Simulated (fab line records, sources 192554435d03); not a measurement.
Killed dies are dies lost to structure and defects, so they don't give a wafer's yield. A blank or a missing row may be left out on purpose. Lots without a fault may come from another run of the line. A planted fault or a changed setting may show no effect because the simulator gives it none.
fab line records | flow n5_finfet | part 2 of 2: steps 5 to 6 of 6
record lots=22 wafers=66 last_day=18
route steps=1938 shown HKMG_FIN@409 GATE_CUT@466
lots that met no fault: from a run of the same line without faults
start_h: hours from the record's first day to the start of the lot's first wafer shown | wait_h: hours since the lot's step before | " the same as in the row above | L1.1+2: a row that stands for several wafers | - no value, or no start given | * or withheld: withheld | < > ~ a bound
route shown NAME@n: a module of which the file shows steps, and the number in the route of the first | usual: mean/standard deviation of fault-free wafers | same: alike in all rows | chamber/n: place in a boat | sites: the reading at each site | _std_site: their standard deviation | _edge_site: outer sites' mean less inner sites' | radius_mm: how far each site lies from the wafer's centre | mask NAME#n: copy n | behind: the tool/chamber that last shaped the wafer | hold: why the lot was held/for how many hours/how that ended | device: the transistor (n, p or np) that didn't switch | end of line: the same wafers' tests at the end of the route | a step without rows: its recipe alone | killed: dies lost to structure and defects at the first sort, not the wafer's yield | map: a wafer's dies, x killed, . not, _ none there
set.NAME: the setting as run; set.NAME@STEP: as run at that earlier step | model.NAME: the simulator's own value behind a step, which no gauge read
steps of the route over a sample of lots; a table a step, a row a wafer
services: from which hour (start_h, from the record's first day; less than 0 if before it) a tool's chamber was out of use, for how many hours, and why
## steps
# step N5_HKMG_FIN_ETCH_67
# recipe chemistry=N2/H2 target=SOC target_depth_a=3889 stop_on=TiN ion_energy_ev=100 bias_w=61 pressure_mtorr=30 source_w=850 n2_flow_sccm=200 h2_flow_sccm=200
# usual drypump_motor_current_A=5.7/0.39 oes_product_au=0.82/0.091 rf_vpp_V=241.0/1.1 showerhead_plenum_p_Torr=2.56/0.068 throttle_valve_pct=17.77/0.19
# columns lot.wafer tool chamber start_h wait_h drypump_motor_current_A oes_product_au rf_hours_counter_h rf_vpp_V showerhead_plenum_p_Torr throttle_valve_pct
L074.3 rie_diel-05 3 78.36 - 6.3 0.70 205 242.4 2.64 18.01
L074.4 " 0 " " 5.7 0.83 - 242.0 2.60 17.52
L074.5 " 3 " " 6.3 0.70 - 242.1 2.64 18.02
L075.2 rie_diel-01 0 82.61 - 5.4 0.90 27 240.5 2.58 17.51
L075.3 " 3 " " 5.6 0.70 182 241.8 2.63 17.94
L075.5 " 3 " " 5.6 0.71 - 242.8 2.63 17.95
L076.1 rie_diel-01 0 89.15 - 5.4 0.90 31 242.5 2.58 17.54
L076.2 " 3 " " 5.6 0.70 186 242.2 2.63 17.94
L076.4 " 0 " " 5.4 0.91 - 240.9 2.58 17.51
L077.4 rie_diel-01 0 96.47 - 5.4 0.90 - 241.0 2.57 17.51
L077.5 " 1 " " 6.1 0.87 - 241.6 2.57 17.65
L077.6 " 3 " " 5.6 0.70 - 242.0 2.63 17.96
L078.2 rie_diel-05 0 100.36 - 5.7 0.82 67 240.8 2.60 17.53
L078.3 " 1 " " 5.9 0.96 6 239.8 2.48 17.75
L078.6 " 2 " " 5.8 0.93 - 239.3 2.49 17.76
L079.2 rie_diel-01 1 110.58 - 6.1 0.86 53 241.2 2.56 17.67
L079.3 " 2 " " 4.9 1.00 2 241.2 2.61 17.56
L079.4 " 0 " " 5.4 0.89 36 241.2 2.57 17.53
L080.2 rie_diel-05 0 113.24 - 5.7 0.81 71 239.6 2.60 17.56
L080.4 " 3 " " 6.3 0.69 219 241.8 2.64 18.04
L080.5 " 0 " " 5.7 0.80 - 240.4 2.60 17.55
L082.1 rie_diel-05 1 128.44 - 5.9 0.93 15 239.3 2.48 17.78
L082.2 " 2 " " 5.8 0.90 27 240.3 2.48 17.78
L082.6 " 1 " " 5.9 0.93 - 238.7 2.48 17.78
L083.4 rie_diel-05 3 131.07 - 6.3 0.69 225 242.8 2.63 18.05
L083.5 " 0 " " 5.8 0.81 - 241.1 2.59 17.56
L083.6 " 1 " " 5.9 0.93 - 239.6 2.48 17.78
L084.2 rie_diel-01 1 144.33 - 6.1 0.85 67 241.1 2.56 17.69
L084.4 " 2 " " 4.9 0.95 14 241.5 2.61 17.57
L084.6 " 2 " " 4.9 0.94 - 242.0 2.61 17.59
L085.1 rie_diel-01 3 147.47 - 5.6 0.69 211 240.9 2.62 17.99
L085.4 " 1 " " 6.1 0.84 69 241.3 2.56 17.66
L085.5 " 1 " " 6.1 0.84 - 240.8 2.56 17.70
L086.1 rie_diel-06 2 153.68 - 5.3 0.87 38 243.2 2.70 17.62
L086.4 " 3 " " 5.1 0.69 244 241.8 2.60 17.95
L086.6 " 0 " " 5.4 0.75 - 241.5 2.56 18.11
L087.1 rie_diel-01 0 159.29 - 5.4 0.86 59 241.7 2.56 17.56
L087.2 " 1 " " 6.1 0.84 75 241.2 2.55 17.72
L087.3 " 2 " " 4.9 0.93 20 242.5 2.60 17.58
L088.1 rie_diel-06 1 160.65 - 6.1 0.71 200 239.6 2.41 17.91
L088.3 " 2 " " 5.3 0.86 41 244.3 2.69 17.62
L088.4 " 1 " " 6.1 0.71 - 240.8 2.41 17.93
L089.4 rie_diel-06 0 167.33 - 5.3 0.75 - 240.8 2.56 18.11
L089.5 " 2 " " 5.3 0.86 - 241.9 2.69 17.63
L089.6 " 1 " " 6.2 0.71 - 240.2 2.41 17.94
L090.1 rie_diel-01 3 173.67 - 5.6 0.68 221 242.0 2.61 18.02
L090.2 " 2 " " 4.9 0.92 25 240.0 2.60 17.59
L090.3 " 0 " " 5.4 0.85 63 242.1 2.56 17.58
L091.1 rie_diel-06 2 177.63 - 5.3 0.85 51 241.7 2.69 17.64
L091.3 " 0 " " 5.3 0.75 157 240.5 2.56 18.13
L091.6 " 0 " " 5.3 0.74 - 240.5 2.56 18.12
L092.1 rie_diel-05 1 188.57 - 5.9 0.88 40 239.8 2.47 17.84
L092.4 " 2 " " 5.8 0.86 52 239.6 2.47 17.82
L092.5 " 2 " " 5.8 0.86 - 239.9 2.47 17.82
L093.1 rie_diel-01 2 194.46 - 4.9 0.90 33 240.8 2.60 17.60
L093.4 " 3 " " 5.6 0.68 229 240.9 2.61 18.03
L093.6 " 0 " " 5.4 0.84 - 240.2 2.56 17.58
L095.2 rie_diel-01 2 209.43 - 4.9 0.89 38 240.9 2.59 17.60
L095.4 " 3 " " 5.6 0.67 234 241.5 2.61 18.03
L095.5 " 3 " " 5.6 0.67 - 241.8 2.61 18.03
L097.2 rie_diel-01 3 217.96 - 5.6 0.67 237 240.1 2.61 18.04
L097.3 " 2 " " 4.9 0.89 42 239.5 2.59 17.62
L097.5 " 3 " " 5.6 0.66 - 241.2 2.61 18.02
L096.3 rie_diel-05 2 218.47 - 5.8 0.85 62 239.3 2.47 17.87
L096.4 " 3 " " 6.3 0.93 3 242.2 2.62 17.72
L096.6 " 1 " " 5.9 0.86 - 239.5 2.46 17.85
# step N5_GATE_CUT_ETCH_56
# recipe chemistry=Cl2/Ar target=TiN target_depth_a=216 pressure_mtorr=10 icp_w=600 bias_w=60 Cl2_flow_sccm=40 Ar_flow_sccm=60
# usual drypump_motor_current_A=6.0/0.52 he_backside_leak_sccm=3.39/0.19 mfc_ar_sccm=60.03/0.17 oes_product_au=0.82/0.095 throttle_valve_pct=20.80/0.24
# columns lot.wafer tool chamber start_h wait_h drypump_motor_current_A he_backside_leak_sccm mfc_ar_sccm oes_product_au rf_hours_counter_h throttle_valve_pct
L074.3 rie_metal-03 0 80.70 0.1 6.3 3.63 60.20 0.96 - 20.73
L074.4 " 1 " " 6.4 3.25 59.84 0.88 - 20.71
L074.5 " 0 " " 6.3 3.49 59.62 0.97 - 20.69
L075.2 rie_metal-02 1 84.75 0.1 6.1 3.24 59.98 0.82 25 21.21
L075.3 " 1 " " 6.1 3.37 59.93 0.82 - 21.22
L075.5 " 1 " " 6.1 3.25 59.87 0.82 - 21.23
L076.1 rie_metal-03 1 91.43 0.2 6.4 3.24 59.89 0.89 12 20.71
L076.2 " 1 " " 6.4 3.17 60.09 0.89 - 20.73
L076.4 " 1 " " 6.4 3.35 60.07 0.88 - 20.72
L077.4 rie_metal-02 1 98.61 0.1 6.0 3.30 59.94 0.81 - 21.25
L077.5 " 1 " " 6.0 3.31 60.23 0.81 - 21.23
L077.6 " 0 " " 5.6 3.20 60.06 0.74 - 20.71
L078.2 rie_metal-01 0 102.60 0.1 4.7 3.63 59.95 0.93 5 20.81
L078.3 " 0 " " 4.7 3.32 60.12 0.93 - 20.82
L078.6 " 0 " " 4.7 3.68 59.85 0.93 - 20.79
L079.2 rie_metal-03 1 113.03 0.1 6.3 3.16 60.17 0.86 14 20.72
L079.3 " 1 " " 6.4 3.27 60.01 0.88 - 20.72
L079.4 " 0 " " 6.3 3.70 60.24 0.95 - 20.71
L080.2 rie_metal-02 0 115.39 0.1 5.6 3.37 59.90 0.74 61 20.72
L080.4 " 0 " " 5.6 3.35 60.25 0.73 - 20.73
L080.5 " 1 " " 6.0 3.49 60.11 0.80 - 21.24
L082.1 rie_metal-02 1 130.60 0.1 6.0 3.41 60.14 0.80 31 21.24
L082.2 " 0 " " 5.6 3.12 59.82 0.74 63 20.72
L082.6 " 0 " " 5.6 3.26 59.92 0.74 - 20.71
L083.4 rie_metal-02 0 133.48 0.1 5.6 3.23 59.94 0.74 - 20.72
L083.5 " 1 " " 6.0 3.33 60.00 0.79 - 21.25
L083.6 " 0 " " 5.6 3.24 60.38 0.74 - 20.71
L084.2 rie_metal-02 1 146.47 0.1 6.0 3.27 60.32 0.80 33 21.22
L084.4 " 1 " " 6.0 3.12 60.13 0.80 - 21.22
L084.6 " 1 " " 6.0 3.45 60.09 0.79 - 21.24
L085.1 rie_metal-03 1 149.61 0.1 6.4 3.13 59.77 0.85 18 20.73
L085.4 " 0 " " 6.4 3.72 59.84 0.93 - 20.71
L085.5 " 0 " " 6.3 3.60 59.66 0.94 - 20.71
L086.1 rie_metal-01 0 155.83 0.1 4.7 3.55 60.27 0.92 7 20.80
L086.4 " 0 " " 4.7 3.31 60.06 0.93 - 20.80
L086.6 " 0 " " 4.7 3.77 59.88 0.92 - 20.80
L087.1 rie_metal-03 0 161.43 0.1 6.3 3.46 59.92 0.92 10 20.72
L087.2 " 1 " " 6.4 3.27 59.82 0.86 19 20.73
L087.3 " 0 " " 6.3 3.60 59.74 0.92 - 20.68
L088.1 rie_metal-01 1 162.91 0.1 6.3 3.50 59.70 0.62 130 20.51
L088.3 " 0 " " 4.7 3.54 60.02 0.92 - 20.79
L088.4 " 1 " " 6.3 3.53 60.00 0.61 - 20.52
L089.4 rie_metal-01 1 169.48 0.1 6.2 3.46 59.87 0.61 - 20.51
L089.5 " 1 " " 6.2 3.58 59.96 0.61 - 20.53
L089.6 " 0 " " 4.7 3.89 59.91 0.93 - 20.79
L090.1 rie_metal-02 0 175.87 0.1 5.6 3.18 60.31 0.72 67 20.73
L090.2 " 1 " " 6.0 3.43 60.33 0.78 36 21.27
L090.3 " 0 " " 5.6 3.23 60.17 0.72 - 20.71
L091.1 rie_metal-03 1 179.78 0.1 6.4 3.15 59.90 0.83 21 20.74
L091.3 " 0 " " 6.4 3.51 60.08 0.90 - 20.72
L091.6 " 0 " " 6.3 3.57 60.04 0.91 - 20.72
L092.1 rie_metal-03 0 190.76 0.1 6.3 3.44 59.96 0.90 12 20.74
L092.4 " 1 " " 6.4 3.23 59.94 0.84 - 20.74
L092.5 " 0 " " 6.3 3.58 59.90 0.90 - 20.71
L093.1 rie_metal-03 1 196.63 0.1 6.4 3.27 59.98 0.83 23 20.74
L093.4 " 0 " " 6.3 3.59 59.87 0.89 - 20.72
L093.6 " 1 " " 6.4 3.36 60.42 0.83 - 20.73
L095.2 rie_metal-02 1 211.57 0.1 6.0 3.39 60.00 0.78 40 21.25
L095.4 " 0 " " 5.6 3.14 60.00 0.72 - 20.75
L095.5 " 1 " " 6.1 3.43 60.05 0.77 - 21.24
L097.2 rie_metal-03 0 220.10 0.1 6.3 3.58 60.26 0.88 14 20.73
L097.3 " 1 " " 6.4 3.35 60.27 0.83 - 20.74
L097.5 " 0 " " 6.3 3.55 60.05 0.89 - 20.74
L096.3 rie_metal-01 1 220.68 0.1 6.2 3.24 60.06 1.01 - 20.12
L096.4 " 0 " " 4.7 3.38 59.88 0.89 - 20.81
L096.6 " 0 " " 4.7 3.36 60.06 0.90 - 20.80
## services
# columns tool chamber start_h hours kind
rie_diel-05 1 58.41 - clean
rie_diel-05 1 58.41 - consumable_replace:focus_ring
rie_diel-05 1 58.41 20.7 scheduled_down
rie_diel-05 1 58.41 20.7 vent_cycle
plasma_asher-02 - 76.29 0.6 repair
rie_diel-01 2 79.53 - clean
rie_diel-01 2 79.53 - consumable_replace:focus_ring
rie_diel-01 2 79.53 25.2 scheduled_down
rie_diel-01 2 79.53 25.2 vent_cycle
rie_diel-05 1 89.71 3.3 repair
rie_metal-03 0 90.55 4.2 repair
rie_diel-06 3 100.54 10.5 repair
rie_metal-01 - 111.09 28.1 pm
rie_diel-06 - 125.58 28.1 pm
rie_diel-01 2 128.72 2.3 repair
rie_diel-06 3 166.60 - clean
rie_diel-06 3 166.60 - consumable_replace:focus_ring
rie_metal-01 1 180.25 2.8 repair
rie_metal-01 1 183.06 - clean
rie_diel-05 3 194.37 - clean
rie_diel-05 3 194.37 - consumable_replace:focus_ring
rie_diel-05 3 194.37 13.7 scheduled_down
rie_diel-05 3 194.37 13.7 vent_cycle
plasma_asher-02 - 219.03 2.8 pm
